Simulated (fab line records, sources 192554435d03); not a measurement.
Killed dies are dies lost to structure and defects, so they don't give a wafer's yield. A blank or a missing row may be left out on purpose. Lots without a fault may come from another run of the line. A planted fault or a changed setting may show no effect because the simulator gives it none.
fab line records | flow n5_finfet
record lots=8 wafers=22 last_day=18
route steps=1938 shown BEOL_M4@1111 BEOL_M7@1267 PASSIVATION@1936
lots that met no fault: from a run of the same line without faults
start_h: hours from the record's first day to the start of the lot's first wafer shown | wait_h: hours since the lot's step before | " the same as in the row above | L1.1+2: a row that stands for several wafers | - no value, or no start given | * or withheld: withheld | < > ~ a bound
route shown NAME@n: a module of which the file shows steps, and the number in the route of the first | usual: mean/standard deviation of fault-free wafers | same: alike in all rows | chamber/n: place in a boat | sites: the reading at each site | _std_site: their standard deviation | _edge_site: outer sites' mean less inner sites' | radius_mm: how far each site lies from the wafer's centre | mask NAME#n: copy n | behind: the tool/chamber that last shaped the wafer | hold: why the lot was held/for how many hours/how that ended | device: the transistor (n, p or np) that didn't switch | end of line: the same wafers' tests at the end of the route | a step without rows: its recipe alone | killed: dies lost to structure and defects at the first sort, not the wafer's yield | map: a wafer's dies, x killed, . not, _ none there
set.NAME: the setting as run; set.NAME@STEP: as run at that earlier step | model.NAME: the simulator's own value behind a step, which no gauge read
steps of the route over a sample of lots; a table a step, a row a wafer
services: from which hour (start_h, from the record's first day; less than 0 if before it) a tool's chamber was out of use, for how many hours, and why
## steps
# step N5_BEOL_M4_RC_MEAS_101
# usual DIBL_N=36.3/1.6 DIBL_P=36.5/1.6 IOFF_N=0.163/0.026 IOFF_P=0.22/0.033 ION_N=676/9.9 ION_P=464/6.5 SS_N=71.5/0.5 SS_P=73.3/0.64 VT_N=249.3/2.9 VT_P=-250/3.2
# columns lot.wafer tool chamber start_h wait_h DIBL_N[mV/V] DIBL_P[mV/V] IOFF_N[nA/um] IOFF_P[nA/um] ION_N[uA/um] ION_P[uA/um] SS_N[mV/dec] SS_P[mV/dec] VT_N[mV] VT_P[mV]
L239.1 prober-02 0 178.34 0.0 32.9 32.6 0.114 0.14 671 458 70.9 72.6 255.4 -259
L239.2 " 0 " " 35.1 35.7 0.150 0.19 669 462 71.1 74.1 249.7 -252
L239.3 " 0 " " 33.6 34.0 0.129 0.16 661 452 71.8 72.5 252.2 -254
L240.1 prober-01 0 193.13 0.0 37.5 36.8 0.167 0.23 666 457 71.6 74.2 248.8 -249
L240.5 " 0 " " 38.1 38.0 0.175 0.25 671 462 71.3 73.7 248.0 -244
L240.6 " 0 " " 38.2 38.0 0.187 0.26 680 468 72.5 74.3 248.9 -246
L243.3 prober-01 0 206.53 0.3 36.8 37.1 0.165 0.22 687 468 71.1 72.8 247.6 -248
L243.4 " 0 " " 37.4 37.5 0.176 0.24 699 479 71.5 73.6 247.3 -248
L243.6 " 0 " " 37.0 37.0 0.153 0.22 674 462 71.9 73.2 249.2 -251
L250.1 prober-01 0 257.76 0.0 35.7 35.7 0.159 0.22 679 465 71.2 73.0 248.4 -249
L250.4 " 0 " " 33.8 33.9 0.133 0.20 664 467 70.5 72.6 249.7 -249
L250.6 " 0 " " 35.4 36.0 0.158 0.23 672 460 71.8 73.0 250.1 -248
L252.3 prober-02 0 262.66 0.3 34.6 35.7 0.129 0.19 658 457 71.6 72.6 253.8 -253
L252.4 " 0 " " 34.3 35.6 0.123 0.19 671 467 71.3 72.8 253.7 -250
L252.6 " 0 " " 36.5 38.5 0.157 0.22 670 464 71.7 72.6 250.7 -250
L257.6 prober-01 0 283.39 0.8 37.0 35.2 0.155 0.20 674 466 72.0 72.9 251.6 -248
L261.1 prober-01 0 316.29 0.0 36.0 37.1 0.169 0.22 669 465 71.8 73.4 249.5 -250
L261.2 " 0 " " 34.9 35.2 0.145 0.19 662 456 71.6 73.5 252.3 -251
L261.5 " 0 " " 35.7 36.3 0.164 0.22 672 462 71.7 73.8 250.3 -248
L262.1 prober-01 0 320.48 0.0 36.3 35.8 0.173 0.24 681 463 71.5 73.2 246.1 -246
L262.4 " 0 " " 36.5 35.5 0.165 0.23 671 462 72.0 74.0 247.7 -246
L262.6 " 0 " " 38.5 39.0 0.217 0.30 696 473 72.0 74.1 243.8 -245
# step N5_BEOL_M7_HM_DEP_02
# recipe material=TiN target_thk_a=200 temp_c=25 chamber_pressure_pa=0.49996
# usual throttle_valve_pct=30.0/1
# columns lot.wafer tool chamber start_h wait_h throttle_valve_pct
L239.1 pvd_sputter-01 - 207.11 2.6 29.8
L239.2 " - " " 30.0
L239.3 " - " " 32.2
L240.1 pvd_sputter-02 - 218.85 0.8 30.6
L240.5 " - " " 30.9
L240.6 " - " " 29.7
L243.3 pvd_sputter-01 - 230.90 0.4 29.8
L243.4 " - " " 30.1
L243.6 " - " " 29.8
L250.1 pvd_sputter-02 - 283.50 1.0 29.8
L250.4 " - " " 31.0
L250.6 " - " " 28.2
L252.3 pvd_sputter-03 - 286.87 0.7 31.3
L252.4 " - " " 30.5
L252.6 " - " " 28.5
L257.6 pvd_sputter-01 - 312.02 0.8 29.7
L261.1 pvd_sputter-02 - 339.37 0.8 31.3
L261.2 " - " " 29.9
L261.5 " - " " 31.1
L262.1 pvd_sputter-02 - 343.53 1.0 29.5
L262.4 " - " " 28.3
L262.6 " - " " 29.6
# step N5_BEOL_M7_ETCH_65
# recipe chemistry=CF4 target=SiARC target_depth_a=156 mask_material=CAR-EUV time_s=26 ion_energy_ev=80 pressure_mtorr=40 source_w=545 bias_w=36 Ar_flow_sccm=100 cf4_flow_sccm=100 ends=cleared
# usual chamber_pressure_mTorr=40.00/0.034 drypump_motor_current_A=5.7/0.34 etch_rf_on_time_s=25.9/0.31 oes_product_au=0.67/0.061 rf_vpp_V=183.9/1.4 showerhead_plenum_p_Torr=2.13/0.083 throttle_valve_pct=15.66/0.23
# columns lot.wafer tool chamber start_h wait_h chamber_pressure_mTorr drypump_motor_current_A etch_rf_on_time_s oes_product_au rf_hours_counter_h rf_vpp_V showerhead_plenum_p_Torr throttle_valve_pct
L239.1 rie_diel-02 0 209.53 0.0 40.01 5.4 25.9 0.60 247 184.7 2.19 15.70
L239.2 " 1 " " 40.02 6.3 25.6 0.67 109 185.3 2.24 15.93
L239.3 " 2 " " 40.02 5.5 25.9 0.65 118 185.2 2.06 15.50
L240.1 rie_diel-02 1 220.31 0.0 39.99 6.3 25.7 0.66 112 184.9 2.24 15.95
L240.5 " 3 " " 40.05 5.5 26.5 0.63 - 183.3 2.13 15.77
L240.6 " 1 " " 39.97 6.3 25.9 0.66 - 184.2 2.24 15.95
L243.3 rie_diel-02 3 235.11 0.0 40.04 5.5 26.2 0.63 - 184.3 2.13 15.78
L243.4 " 2 " " 40.06 5.5 25.9 0.66 - 183.1 2.06 15.52
L243.6 " 2 " " 40.01 5.5 25.7 0.66 - 184.1 2.06 15.50
L250.1 rie_diel-06 2 286.11 0.0 40.05 5.9 26.0 0.60 195 182.5 2.05 16.01
L250.4 " 3 " " 39.99 5.3 25.9 0.77 32 185.8 2.28 15.25
L250.6 " 3 " " 39.96 5.3 25.6 0.79 - 186.0 2.28 15.26
L252.3 rie_diel-06 0 289.19 0.0 40.04 5.7 26.2 0.67 137 186.0 2.23 15.72
L252.4 " 1 " " 40.02 5.9 25.6 0.64 167 182.0 1.98 16.07
L252.6 " 0 " " 39.99 5.8 26.1 0.67 - 186.8 2.23 15.70
L257.6 rie_diel-06 0 315.52 0.0 40.02 5.7 26.2 0.66 - 186.1 2.23 15.72
L261.1 rie_diel-06 1 342.68 0.0 40.01 5.9 25.5 0.62 184 181.8 1.98 16.12
L261.2 " 0 " " 39.99 5.7 26.3 0.65 154 185.6 2.23 15.74
L261.5 " 0 " " 40.01 5.7 26.0 0.65 - 185.5 2.23 15.73
L262.1 rie_diel-05 0 346.65 0.0 40.06 6.2 26.0 0.60 209 184.2 2.13 15.72
L262.4 " 0 " " 40.05 6.1 25.6 0.60 - 185.3 2.13 15.74
L262.6 " 3 " " 39.98 5.6 25.9 0.72 - 182.0 2.09 15.48
# step N5_BEOL_M7_ETCH_66
# recipe chemistry=N2/H2 target=SOC target_depth_a=800 overetch_a=160 mask_material=SiARC temp_c=40 time_s=120 ion_energy_ev=200 pressure_mtorr=30 source_w=840 bias_w=150 n2_flow_sccm=200 h2_flow_sccm=200
# usual chamber_pressure_mTorr=29.999/0.025 drypump_motor_current_A=5.7/0.34 oes_product_au=0.60/0.052 rf_vpp_V=523.6/2.9 showerhead_plenum_p_Torr=2.53/0.1 throttle_valve_pct=17.84/0.25
# columns lot.wafer tool chamber start_h wait_h chamber_pressure_mTorr drypump_motor_current_A oes_product_au rf_hours_counter_h rf_vpp_V showerhead_plenum_p_Torr throttle_valve_pct
L239.1 rie_diel-02 0 209.56 0.0 29.962 5.4 0.54 247 525.3 2.60 17.87
L239.2 " 1 " " 30.017 6.3 0.60 109 527.4 2.68 18.17
L239.3 " 2 " " 30.008 5.5 0.59 119 522.2 2.45 17.62
L240.1 rie_diel-02 1 220.34 0.0 29.977 6.3 0.59 112 527.4 2.68 18.17
L240.5 " 3 " " 30.032 5.5 0.57 - 523.0 2.53 17.94
L240.6 " 1 " " 30.014 6.4 0.60 - 527.9 2.68 18.18
L243.3 rie_diel-02 3 235.18 0.1 30.006 5.5 0.56 - 523.7 2.53 17.94
L243.4 " 2 " " 30.047 5.5 0.59 - 521.1 2.45 17.65
L243.6 " 2 " " 30.076 5.5 0.59 - 521.3 2.45 17.64
L250.1 rie_diel-06 2 286.13 0.0 29.993 5.9 0.54 195 520.1 2.42 18.24
L250.4 " 3 " " 30.030 5.3 0.68 32 528.3 2.69 17.35
L250.6 " 3 " " 30.008 5.3 0.68 - 527.9 2.69 17.35
L252.3 rie_diel-06 0 289.22 0.0 29.985 5.7 0.59 137 526.8 2.66 18.00
L252.4 " 1 " " 30.017 5.9 0.56 167 518.9 2.34 18.23
L252.6 " 0 " " 29.996 5.8 0.60 - 527.4 2.66 18.01
L257.6 rie_diel-06 0 315.57 0.0 29.961 5.7 0.59 - 527.7 2.66 18.01
L261.1 rie_diel-06 1 342.70 0.0 29.982 5.9 0.55 184 517.6 2.33 18.27
L261.2 " 0 " " 29.990 5.7 0.59 154 526.6 2.65 18.01
L261.5 " 0 " " 30.033 5.8 0.59 - 527.3 2.66 18.04
L262.1 rie_diel-05 0 346.67 0.0 30.016 6.2 0.53 209 522.7 2.51 17.91
L262.4 " 0 " " 29.996 6.2 0.53 - 523.6 2.51 17.91
L262.6 " 3 " " 29.972 5.6 0.64 - 522.8 2.48 17.81
# step N5_BEOL_M7_VIA_ETCH_34
# recipe chemistry=C4F6/O2 target=SiCOH_lowk target_depth_a=1255 mask_material=SOC taper_deg=4 time_s=50.5 ion_energy_ev=250 pressure_mtorr=30 source_w=345 bias_w=185 Ar_flow_sccm=300 C4F6_flow_sccm=10 O2_flow_sccm=10
# usual chamber_pressure_mTorr=30.000/0.029 drypump_motor_current_A=5.7/0.34 oes_f_703_au=0.78/0.065 oes_product_au=0.78/0.072 rf_vpp_V=664/5.7 showerhead_plenum_p_Torr=2.83/0.11 throttle_valve_pct=20.93/0.23
# columns lot.wafer tool chamber start_h wait_h chamber_pressure_mTorr drypump_motor_current_A oes_f_703_au oes_product_au rf_hours_counter_h rf_vpp_V showerhead_plenum_p_Torr throttle_valve_pct
L239.1 rie_diel-02 0 209.66 0.0 29.975 5.4 0.71 0.69 247 665 2.92 20.92
L239.2 " 1 " " 30.052 6.4 0.79 0.78 109 667 2.98 21.25
L239.3 " 2 " " 29.981 5.5 0.77 0.78 119 661 2.75 20.78
L240.1 rie_diel-02 1 220.44 0.0 29.989 6.3 0.79 0.78 112 667 2.98 21.25
L240.5 " 3 " " 29.960 5.5 0.74 0.74 - 672 2.82 20.96
L240.6 " 1 " " 30.020 6.3 0.79 0.77 - 668 2.98 21.24
L243.3 rie_diel-02 3 235.31 0.0 30.009 5.5 0.74 0.73 - 670 2.82 20.97
L243.4 " 2 " " 29.952 5.5 0.76 0.77 - 663 2.75 20.80
L243.6 " 2 " " 29.999 5.5 0.76 0.77 - 662 2.75 20.79
L250.1 rie_diel-06 2 286.24 0.0 30.016 5.9 0.71 0.70 195 655 2.72 21.28
L250.4 " 3 " " 29.969 5.3 0.88 0.91 32 671 3.02 20.54
L250.6 " 3 " " 30.021 5.3 0.89 0.91 - 672 3.02 20.52
L252.3 rie_diel-06 0 289.32 0.0 30.001 5.7 0.78 0.78 137 663 2.96 20.99
L252.4 " 1 " " 30.002 5.9 0.74 0.74 167 669 2.62 21.35
L252.6 " 0 " " 29.992 5.7 0.78 0.79 - 665 2.97 21.00
L257.6 rie_diel-06 0 315.65 0.0 30.037 5.7 0.78 0.29 - 662 2.96 20.85
L261.1 rie_diel-06 1 342.80 0.0 29.963 5.9 0.73 0.73 184 669 2.62 21.38
L261.2 " 0 " " 30.030 5.7 0.78 0.76 154 663 2.96 21.02
L261.5 " 0 " " 30.049 5.7 0.77 0.76 - 664 2.96 21.00
L262.1 rie_diel-05 0 346.77 0.0 30.070 6.2 0.69 0.69 209 662 2.83 21.01
L262.4 " 0 " " 29.998 6.2 0.69 0.69 - 664 2.83 21.01
L262.6 " 3 " " 29.930 5.5 0.84 0.84 - 667 2.78 20.86
# step N5_BEOL_M7_OCD_MEAS_38
# usual trench_depth_nm=93.5/1.3
# columns lot.wafer tool chamber start_h wait_h trench_depth_nm
L239.1 ocd-01 - 209.91 - 93.1
L239.2 " - " " 94.4
L239.3 " - " " 93.4
L240.1 ocd-01 - 220.69 - 94.5
L240.5 " - " " 91.1
L240.6 " - " " 92.1
L243.3 ocd-01 - 235.65 - 91.6
L243.4 " - " " 91.8
L243.6 " - " " 92.7
L250.1 ocd-01 - 286.48 - 92.2
L250.4 " - " " 95.7
L250.6 " - " " 96.1
L252.3 ocd-01 - 289.57 - 92.7
L252.4 " - " " 94.8
L252.6 " - " " 93.4
L257.6 ocd-02 - 315.89 - -
L261.1 ocd-01 - 343.05 - 94.1
L261.2 " - " " 92.8
L261.5 " - " " 92.9
L262.1 ocd-02 - 347.02 - 93.0
L262.4 " - " " 93.9
L262.6 " - " " 93.7
# step N5_BEOL_M7_CD_MEAS_35
# recipe target_cd_nm=40 polarity=opening
# usual cd_nm=39.9/0.43
# columns lot.wafer tool chamber start_h wait_h cd_nm
L239.1 cd_sem-03 - 210.06 0.0 40.2
L239.2 " - " " 40.3
L239.3 " - " " 40.4
L240.1 cd_sem-03 - 220.84 0.0 40.6
L240.5 " - " " 40.1
L240.6 " - " " 39.5
L243.3 cd_sem-02 - 235.80 0.0 39.6
L243.4 " - " " 39.5
L243.6 " - " " 39.7
L250.1 cd_sem-02 - 286.64 0.0 39.6
L250.4 " - " " 39.4
L250.6 " - " " 39.8
L252.3 cd_sem-03 - 289.73 0.0 39.9
L252.4 " - " " 40.5
L252.6 " - " " 40.1
L257.6 cd_sem-01 - 316.04 0.0 -
L261.1 cd_sem-01 - 343.21 0.0 39.7
L261.2 " - " " 40.5
L261.5 " - " " 40.5
L262.1 cd_sem-02 - 347.18 0.0 39.7
L262.4 " - " " 40.0
L262.6 " - " " 39.8
# step N5_BEOL_M7_DEGAS_44
# recipe ambient=vacuum temp_c=250 time_s=60
# usual heater_power_w=334/35
# columns lot.wafer tool chamber start_h wait_h heater_power_w
L239.1 pvd_sputter-03 - 210.89 0.7 354
L239.2 " - " " 337
L239.3 " - " " 327
L240.1 pvd_sputter-03 - 221.24 0.3 359
L240.5 " - " " 336
L240.6 " - " " 319
L243.3 pvd_sputter-03 - 236.22 0.2 357
L243.4 " - " " 332
L243.6 " - " " 344
L250.1 pvd_sputter-01 - 288.14 0.5 286
L250.4 " - " " 255
L250.6 " - " " 286
L252.3 pvd_sputter-03 - 291.11 0.4 343
L252.4 " - " " 338
L252.6 " - " " 337
L257.6 pvd_sputter-03 - 316.42 0.0 338
L261.1 pvd_sputter-03 - 343.77 0.5 332
L261.2 " - " " 365
L261.5 " - " " 346
L262.1 pvd_sputter-03 - 347.87 0.6 329
L262.4 " - " " 327
L262.6 " - " " 343
# step N5_PASSIVATION_PROBE_49
# usual defect_limited_yield=91.2/1.5 killed_at_M0_to_M3=32/9.6 killed_at_M4_up=13/5.3 killed_at_contacts=13/6.7 killed_at_front_end=42/11 killed_at_other=3.8/2.9 killed_dies=103/17 killed_on_rim=14/4.4 killed_open=67/13 killed_short=35/7.9 sort_bin_5_function=5.2/0.94 sort_bin_6_memory=3.3/0.64 sort_n_pass=1077/17 sort_yield_pct=91.2/1.5
# same gross_dies=1180 killed_at_back_side=0 sort_bin_4_leakage[%]=0 sort_bin_8_speed[%]=0
# columns lot.wafer tool chamber start_h wait_h defect_limited_yield[%] killed_at_M0_to_M3 killed_at_M4_up killed_at_contacts killed_at_front_end killed_at_other killed_dies killed_on_rim killed_open killed_short sort_bin_5_function[%] sort_bin_6_memory[%] sort_n_pass sort_yield_pct[%]
L257.6 prober-02 - 414.91 0.3 0 105 1001 25 46 3 1180 152 78 43 92.9 3.6 0 0
# killed by level:class
L257.6 BEOL_M7:area_open=992 BEOL_M3:overlay=64 MOL_CONTACT_COAG:geometric_particle:open=16 FIN_SAQP:geometric_particle:open=15 BEOL_M2:geometric_particle:open=13 FIN_SAQP:geometric_particle:short=10 MOL_CONTACT_COAG:geometric_particle:short=9 BEOL_M0_SAQP:geometric_particle:short=6
## services
# columns tool chamber start_h hours kind
rie_diel-06 1 185.66 1.9 repair
rie_diel-02 2 186.31 1.2 repair
rie_diel-02 - 211.42 0.1 repair
rie_diel-02 0 219.73 - clean
rie_diel-02 0 219.73 - consumable_replace:focus_ring
rie_diel-02 0 219.73 32.4 scheduled_down
rie_diel-02 0 219.73 32.4 vent_cycle
rie_diel-02 1 234.79 10.1 repair
pvd_sputter-03 - 271.86 1.3 repair
rie_diel-05 0 290.58 14.1 repair
rie_diel-06 2 323.89 4.5 repair
rie_diel-05 2 335.81 - clean
rie_diel-05 2 335.81 - consumable_replace:focus_ring
rie_diel-05 2 335.81 25.0 scheduled_down
rie_diel-05 2 335.81 25.0 vent_cycle
## key
first_sign step=N5_BEOL_M7_VIA_ETCH_34 reading=oes_product_au direction=down sigmas=6.8 usual=0.78 struck=0.29
effect step=N5_BEOL_M7_OCD_MEAS_38 reading=trench_depth_nm direction=missing
effect step=N5_BEOL_M7_CD_MEAS_35 reading=cd_nm direction=missing
effect step=N5_PASSIVATION_PROBE_49 reading=killed_at_M4_up direction=up sigmas=99+ usual=13 struck=1001
more_kills_born_at N5_BEOL_M7_HM_OPEN_17@rie_metal-02=992
met_at N5_BEOL_M7_HM_DEP_02
struck_lots L257
struck_wafers L257.6
later_rows_left_out L257.6
not_acting_at N5_BEOL_M7_ETCH_65,N5_BEOL_M7_ETCH_66,N5_BEOL_M7_DEGAS_44
onset_between 230.90 312.02
earlier_fault kind=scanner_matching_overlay tool=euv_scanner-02 chamber=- onset_h=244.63 steps=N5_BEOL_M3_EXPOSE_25 offset=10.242
fault kind=process_parameter_drift tool=pvd_sputter-01 chamber=- onset_h=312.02 steps=N5_BEOL_M7_HM_DEP_02 channel=target_thk_a offset=* shape=step acts_in=* stated=* scope=struck_wafers_only
# later_rows_left_out: the simulator's readings of these wafers behind a module that went badly wrong aren't trusted and aren't shown, but for the sort
